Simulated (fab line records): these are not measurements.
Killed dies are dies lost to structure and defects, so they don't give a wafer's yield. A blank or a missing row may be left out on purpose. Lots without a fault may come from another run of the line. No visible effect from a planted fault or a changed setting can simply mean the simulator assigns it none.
Chamber matching + flow n5-finfet + N5_FIN_SAQP_ETCH_64 on rie-si-03: 4 sister chambers
The step etches SiO2 in CF4, target depth 1.5 nm. 8 wafers are shown with their chamber, then 8 later ones without.

WAFERS WITH THEIR CHAMBER
| wafer  | chamber | throttle-valve-pct (%) | oes-product-au (a.u.) |
|--------|---------|------------------------|-----------------------|
| L080.6 | 1       | 21.49                  | 1.001                 |
| L082.1 | 3       | 21.69                  | 1.044                 |
| L083.3 | 0       | 21.86                  | 1.027                 |
| L083.6 | 1       | 21.48                  | 0.998                 |
| L087.1 | 3       | 21.68                  | 1.042                 |
| L087.3 | 0       | 21.86                  | 1.036                 |
| L087.6 | 2       | 22.07                  | 0.978                 |
| L090.1 | 2       | 22.09                  | 0.970                 |

WAFERS WITH NO CHAMBER GIVEN
| wafer  | throttle-valve-pct (%) | oes-product-au (a.u.) |
|--------|------------------------|-----------------------|
| L090.3 | 21.69                  | 1.037                 |
| L090.4 | 21.50                  | 0.996                 |
| L092.1 | 22.07                  | 0.958                 |
| L092.4 | 21.69                  | 1.035                 |
| L092.6 | 21.50                  | 1.002                 |
| L094.1 | 21.84                  | 1.038                 |
| L094.5 | 22.07                  | 0.960                 |
| L094.6 | 21.51                  | 0.996                 |

CHAMBER TAKEN BY EACH
| wafer  | from the rows above | in truth |
|--------|---------------------|----------|
| L090.3 | 3                   | 3        |
| L090.4 | 1                   | 1        |
| L092.1 | 2                   | 2        |
| L092.4 | 3                   | 3        |
| L092.6 | 1                   | 1        |
| L094.1 | 0                   | 0        |
| L094.5 | 2                   | 2        |
| L094.6 | 1                   | 1        |
Correctly placed: 8 of 8. Not placeable from these rows: 0. Placed wrongly: 0.
How it was worked out, from the rows above alone: a wafer's distance from a chamber is the root of the sum, over the readings, of the square of ((its reading less the chamber's mean) divided by the reading's scatter). The wafer belongs to the nearest chamber; if the next one is less than 2 further off, it can't be placed. The mean given for a chamber averages the wafers shown for that chamber. The scatter is the square root of a quotient: the sum, over the shown wafers, of each reading's squared deviation from its chamber's mean, divided by wafers minus chambers.
